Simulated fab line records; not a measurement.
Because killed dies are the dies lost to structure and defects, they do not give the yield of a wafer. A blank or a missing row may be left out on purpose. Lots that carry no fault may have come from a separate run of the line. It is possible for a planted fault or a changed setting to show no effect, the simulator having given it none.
The tool behind it: which one?    flow n5Finfet    9 lots with 27 wafers sampled at 5 steps, on a route of 1938 steps

WHAT EACH GAUGE READ, for each wafer
The record lacks any reading of a measuring or inspecting step that a usual standard deviation could be used to judge.

WHICH TOOL RAN EACH LOT (tool, then ch and the chambers of the sampled wafers, then the start)
lot   N5_BEOL_M7_DESCUM_33               N5_BEOL_M7_ETCH_72                 N5_BEOL_M7_VIA_ETCH_34             N5_BEOL_M7_STRIP_80                           N5_PASSIVATION_PROBE_49
L216  rieDiel-03 ch 1,2,3, day 9 21:09   rieDiel-03 ch 1,2,3, day 9 21:11   rieDiel-03 ch 1,2,3, day 9 21:20   rieDiel-03 ch 1,2,3, no start                 -
L217  rieDiel-03 ch 1,2,3, day 9 23:17   rieDiel-03 ch 1,2,3, day 9 23:19   rieDiel-03 ch 1,2,3, day 9 23:28   rieDiel-03 ch 1,2,3, day 13 02:23 or earlier  prober-01, day 13 02:23
L218  rieDiel-03 ch 0,1,2, day 10 08:39  rieDiel-03 ch 0,1,2, day 10 08:41  rieDiel-03 ch 0,1,2, day 10 08:50  rieDiel-03 ch 0,1,2, day 13 13:43 or earlier  prober-01, day 13 13:43
L222  rieDiel-03 ch 0,1, day 11 04:26    rieDiel-03 ch 0,1, day 11 04:28    rieDiel-03 ch 0,1, day 11 04:37    rieDiel-03 ch 0,1, no start                   -
L225  rieDiel-01 ch 0,2, day 12 05:22    rieDiel-01 ch 0,2, day 12 05:24    rieDiel-01 ch 0,2, day 12 05:33    rieDiel-01 ch 0,2, no start                   -
L223  rieDiel-01 ch 0,2, day 12 06:15    rieDiel-01 ch 0,2, day 12 06:17    rieDiel-01 ch 0,2, day 12 06:26    rieDiel-01 ch 0,2, day 15 13:10 or earlier    prober-02, day 15 13:10
L232  rieDiel-02 ch 0,3, day 14 16:17    rieDiel-02 ch 0,3, day 14 16:20    rieDiel-02 ch 0,3, day 14 16:28    rieDiel-02 ch 0,3, day 17 22:56 or earlier    prober-02, day 17 22:56
L233  rieDiel-02 ch 0,2, day 15 00:02    rieDiel-02 ch 0,2, day 15 00:04    rieDiel-02 ch 0,2, day 15 00:13    rieDiel-02 ch 0,2, no start                   -
L234  rieDiel-02 ch 0,2,3, day 15 08:30  rieDiel-02 ch 0,2,3, day 15 08:32  rieDiel-02 ch 0,2,3, day 15 08:41  rieDiel-02 ch 0,2,3, day 18 14:40 or earlier  prober-02, day 18 14:40
- N5_BEOL_M7_DESCUM_33: chemistry O2, time 7 s.
- N5_BEOL_M7_ETCH_72: etches underlayer in N2/H2, target depth 6.5 nm, time 5.2 s.
- N5_BEOL_M7_VIA_ETCH_34: etches SiCOH lowk in C4F6/O2, target depth 125.5 nm, time 50.5 s.
- N5_BEOL_M7_STRIP_80: strips in N2/H2, time 10 s.
- N5_PASSIVATION_PROBE_49

WHAT THE TOOLS THEMSELVES READ (means of the sampled wafers that have a number; where no wafer has one, the mark that the record gives instead)
N5_BEOL_M7_DESCUM_33. Usual: drypumpMotorCurrentA 5.7 A, standard deviation 0.46; oesProductAu 0.79 a.u., standard deviation 0.1; rfVppV 243.3 V, standard deviation 1.4; showerheadPlenumPTorr 2.10 Torr, standard deviation 0.073; throttleValvePct 20.54 %, standard deviation 0.27.
lot   tool        drypumpMotorCurrentA (A)  oesProductAu (a.u.)  rfVppV (V)  showerheadPlenumPTorr (Torr)  throttleValvePct (%)  flag
L216  rieDiel-03  5.3                       0.72                 242.8       2.08                          20.71                 
L217  rieDiel-03  5.3                       0.72                 242.2       2.07                          20.71                 
L218  rieDiel-03  5.5                       0.72                 243.9       2.10                          20.77                 
L222  rieDiel-03  5.7                       0.71                 242.2       2.10                          20.82                 
L225  rieDiel-01  5.7                       0.96                 242.8       2.09                          20.44                 
L223  rieDiel-01  5.6                       0.96                 243.2       2.09                          20.45                 
L232  rieDiel-02  5.3                       0.81                 243.0       2.12                          20.58                 
L233  rieDiel-02  5.5                       0.92                 244.5       2.19                          20.29                 
L234  rieDiel-02  5.5                       0.86                 243.7       2.18                          20.41                 

N5_BEOL_M7_ETCH_72. Usual: drypumpMotorCurrentA 5.7 A, standard deviation 0.46; etchRfOnTimeS 5.16 s, standard deviation 0.12; h2FlowSccm 199.9 sccm, standard deviation 0.65; oesProductAu 0.67 a.u., standard deviation 0.086; rfFwdPowerW 819.4 W, standard deviation 2.6; rfVppV 524.0 V, standard deviation 2.9; showerheadPlenumPTorr 2.54 Torr, standard deviation 0.085; throttleValvePct 17.9 %, standard deviation 0.31.
lot   tool        drypumpMotorCurrentA (A)  etchRfOnTimeS (s)  h2FlowSccm (sccm)  oesProductAu (a.u.)  rfFwdPowerW (W)  rfVppV (V)  showerheadPlenumPTorr (Torr)  throttleValvePct (%)  flag
L216  rieDiel-03  5.4                       5.07               200.3              0.62                 818.8            521.7       2.52                          18.1                  
L217  rieDiel-03  5.4                       5.10               199.6              0.62                 820.7            523.2       2.52                          18.1                  
L218  rieDiel-03  5.5                       5.13               200.2              0.61                 818.1            524.1       2.55                          18.2                  
L222  rieDiel-03  5.7                       5.07               199.7              0.61                 818.2            523.9       2.55                          18.3                  
L225  rieDiel-01  5.7                       5.02               199.9              0.83                 818.2            524.3       2.51                          17.6                  
L223  rieDiel-01  5.7                       5.10               200.2              0.82                 820.5            523.1       2.51                          17.7                  
L232  rieDiel-02  5.3                       5.36               200.5              0.68                 819.1            523.6       2.53                          17.7                  
L233  rieDiel-02  5.5                       5.32               199.7              0.78                 819.8            525.8       2.63                          17.5                  
L234  rieDiel-02  5.5                       5.32               200.1              0.72                 819.6            527.1       2.60                          17.6                  

N5_BEOL_M7_VIA_ETCH_34. Usual: O2_flow_sccm 9.999 sccm, standard deviation 0.029; drypumpMotorCurrentA 5.7 A, standard deviation 0.46; oesProductAu 0.78 a.u., standard deviation 0.099; rfFwdPowerW 341.7 W, standard deviation 1.2; rfVppV 668 V, standard deviation 24; showerheadPlenumPTorr 2.85 Torr, standard deviation 0.11; throttleValvePct 20.97 %, standard deviation 0.27.
lot   tool        O2_flow_sccm (sccm)  drypumpMotorCurrentA (A)  oesProductAu (a.u.)  rfFwdPowerW (W)  rfVppV (V)  showerheadPlenumPTorr (Torr)  throttleValvePct (%)  flag
L216  rieDiel-03  10.007               5.4                       0.72                 341.6            659         2.81                          21.07                 
L217  rieDiel-03  10.006               5.4                       0.72                 341.7            659         2.81                          21.06                 
L218  rieDiel-03  9.978                5.6                       0.68                 258.7            749         2.86                          21.26                 OFF
L222  rieDiel-03  10.014               5.7                       0.68                 259.2            748         2.86                          21.37                 OFF
L225  rieDiel-01  10.015               5.7                       0.96                 342.8            690         2.82                          20.84                 
L223  rieDiel-01  9.998                5.7                       0.96                 342.9            690         2.82                          20.84                 
L232  rieDiel-02  10.038               5.4                       0.80                 341.2            666         2.85                          20.89                 
L233  rieDiel-02  9.976                5.5                       0.90                 342.6            685         2.92                          20.51                 
L234  rieDiel-02  9.981                5.4                       0.84                 341.4            670         2.93                          20.71                 

N5_BEOL_M7_STRIP_80. Usual: drypumpMotorCurrentA 5.7 A, standard deviation 0.46; h2FlowSccm 199.9 sccm, standard deviation 0.51; oesProductAu 0.79 a.u., standard deviation 0.099; rfVppV 59.1 V, standard deviation 0.92; showerheadPlenumPTorr 2.54 Torr, standard deviation 0.085; throttleValvePct 23.7 %, standard deviation 0.34.
lot   tool        drypumpMotorCurrentA (A)  h2FlowSccm (sccm)  oesProductAu (a.u.)  rfVppV (V)  showerheadPlenumPTorr (Torr)  throttleValvePct (%)  flag
L216  rieDiel-03  5.4                       200.0              0.72                 59.4        2.51                          23.9                  
L217  rieDiel-03  5.3                       199.6              0.73                 58.9        2.51                          23.9                  
L218  rieDiel-03  5.5                       200.2              0.73                 58.1        2.54                          23.9                  
L222  rieDiel-03  5.7                       200.0              0.71                 59.4        2.55                          24.0                  
L225  rieDiel-01  5.6                       199.9              0.96                 59.7        2.50                          23.4                  
L223  rieDiel-01  5.7                       199.5              0.96                 59.1        2.50                          23.4                  
L232  rieDiel-02  5.4                       199.9              0.81                 59.3        2.52                          23.6                  
L233  rieDiel-02  5.5                       200.0              0.92                 59.4        2.63                          23.4                  
L234  rieDiel-02  5.4                       200.2              0.86                 58.9        2.60                          23.4                  

N5_PASSIVATION_PROBE_49. Usual: defectLimitedYield 91.1 %, standard deviation 1.5; killed_at_M0_to_M3 37, standard deviation 11; killed_at_M4_up 13, standard deviation 5.6; killedAtContacts 12, standard deviation 5.6; killedAtFrontEnd 39, standard deviation 11; killedAtOther 4, standard deviation 3.1; killedDies 105, standard deviation 18; killedOpen 69, standard deviation 13; killedShort 35, standard deviation 7.4; sort_bin_5_function 5.1 %, standard deviation 0.92; sort_bin_6_memory 3.4 %, standard deviation 0.76; sort_bin_8_speed 0.02 %, standard deviation 0.11; sortNPass 1075, standard deviation 18; sortYieldPct 91.1 %, standard deviation 1.5.
lot   tool       defectLimitedYield (%)  killed_at_M0_to_M3  killed_at_M4_up  killedAtContacts  killedAtFrontEnd  killedAtOther  killedDies  killedOpen  killedShort  sort_bin_5_function (%)  sort_bin_6_memory (%)  sort_bin_8_speed (%)  sortNPass  sortYieldPct (%)  flag
L217  prober-01  91.7                    24                  21               11                39                3              98          61          33           5.1                      2.6                    0.03                  1082       91.7              
L218  prober-01  89.9                    38                  14               10                50                7              119         74          44           5.9                      3.9                    0.00                  1061       89.9              
L223  prober-02  90.9                    40                  10               22                30                4              107         71          36           5.2                      3.4                    0.00                  1073       90.9              
L232  prober-02  91.1                    38                  24               7                 31                3              104         71          32           5.4                      3.2                    0.00                  1076       91.1              
L234  prober-02  88.9                    46                  20               9                 54                2              130         88          42           6.0                      4.6                    0.00                  1050       88.9              

THE ANSWER, worked out from the rows above alone
Rule: lot off if the mean of its wafers having a number is beyond 3 standard deviations from the usual mean. A lot without any number at a reading at which 4 lots or more have one is off too. All remaining lots with rows at the step are treated as sound. After the gauges, taken in route order, come the tools' own readings; for these a lot's mean is taken, as printed above. At the first step where some lot is off, the reading lying furthest off is the one used; lots without a number count as furthest.
Off: L218, L222 (N5_BEOL_M7_VIA_ETCH_34, rfFwdPowerW).
A tool fits if, at that step or a process step before it, it ran every lot that is off, and no sound lot after the first of them. One fits: N5_BEOL_M7_DESCUM_33 and N5_BEOL_M7_ETCH_72 and N5_BEOL_M7_VIA_ETCH_34 on rieDiel-03. At N5_BEOL_M7_DESCUM_33 its last sound lot is L217 (day 9 23:17), its first lot that is off L218 (day 10 08:39): a fault that began between those two fits.

WHAT HAD BEEN PUT IN BY THE SIMULATOR
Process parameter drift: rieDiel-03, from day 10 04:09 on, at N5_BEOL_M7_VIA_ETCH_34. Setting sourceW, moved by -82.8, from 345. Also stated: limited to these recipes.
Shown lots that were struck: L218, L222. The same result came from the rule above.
